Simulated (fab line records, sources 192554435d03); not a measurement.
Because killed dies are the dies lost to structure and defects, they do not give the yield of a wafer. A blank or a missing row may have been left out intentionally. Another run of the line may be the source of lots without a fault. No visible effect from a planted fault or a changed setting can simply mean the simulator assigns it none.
A single fault, viewed from 2 desks + flow n5 finfet + each desk has only its own numbers; what lay behind them comes last

FROM THE METROLOGY DESK
What the gauges read for every lot (on any tool): the sampled wafers with a number, averaged. Marked OUT: a lot whose mean sits more than 4 standard deviations from the usual mean, which makes it out of limits; the brackets give that distance.
Columns: A = M13_RS at N5_BEOL_M13_RS_MEAS_54, usual 0.0453 ohm/sq; B = cd nm at N5_BEOL_M14_CD_MEAS_10, usual 251.1 nm; C = V13_OVL at N5_BEOL_M14_OVL_MEAS_11, usual -2 nm
| lot  | first seen here | A      | B                | C  |
|------|-----------------|--------|------------------|----|
| L975 | day 12 03:49    | 0.0451 | 249.2            | -4 |
| L976 | day 12 20:01    | 0.0454 | 240.9 (-7.3) OUT | -4 |
| L980 | day 12 21:01    | 0.0464 | 241.0 (-7.2) OUT | 5  |
| L977 | day 12 22:07    | 0.0453 | 249.8            | -0 |
| L986 | day 14 11:23    | 0.0442 | 251.7            | 5  |
| L988 | day 14 19:09    | 0.0456 | 251.0            | -1 |
| L985 | day 14 19:32    | 0.0453 | 251.1            | -1 |
| L990 | day 14 21:42    | 0.0451 | 250.2            | -1 |
| L992 | day 15 10:14    | 0.0457 | 251.2            | -7 |
| L993 | day 16 05:50    | 0.0455 | 250.9            | -8 |
| L996 | day 17 07:42    | 0.0450 | 252.1            | -4 |
This desk's finding: out of limits on L976, L980; first on L976, day 12 20:41 (cd nm at N5_BEOL_M14_CD_MEAS_10). Within limits: L975, L977, L986, L988, L985, L990, L992, L993, L996.

FOR THE TOOL OWNER'S DESK: litho track-01
The tool's own readings at N5_BEOL_M14_PEB_08 (peb time 90 s): means of the sampled wafers that have a number, for each lot that ran on this tool. Marked OUT: a lot whose mean sits more than 4 standard deviations from the usual mean, which makes it out of limits; the brackets give that distance.
Columns: A = heater power total W at N5_BEOL_M14_PEB_08, usual 172.5 W; B = plate temp C at N5_BEOL_M14_PEB_08, usual 129.99 C; C = resist line temp C at N5_BEOL_M14_PEB_08, usual 23.00 C
| lot  | first seen here | A                | B                | C     |
|------|-----------------|------------------|------------------|-------|
| L976 | day 12 20:35    | 169.2 (-4.2) OUT | 127.64 (-16) OUT | 23.01 |
| L980 | day 12 21:27    | 169.1 (-4.5) OUT | 127.91 (-14) OUT | 23.11 |
| L996 | day 17 08:08    | 172.8            | 130.09           | 23.04 |
This desk's finding: out of limits on L976, L980; first on L976, day 12 20:35 (heater power total W at N5_BEOL_M14_PEB_08). Within limits: L996.

TAKEN TOGETHER
On L976, L980, at day 12 20:35, an alarm was possible from the tool owner's desk.
At day 12 20:41 the metrology desk could have sounded an alarm, on L976, L980.
The lots listed all ran N5_BEOL_M14_PEB_08 on litho track-01.

WHAT THE SIMULATOR PUT IN
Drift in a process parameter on litho track-01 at N5_BEOL_M14_PEB_08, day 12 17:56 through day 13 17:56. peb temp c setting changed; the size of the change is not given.
Shown lots that were struck: L976, L980.
Counting hours from when the fault started, the first reading out of limits came at 3 for the tool owner's desk and at 3 for the metrology desk.
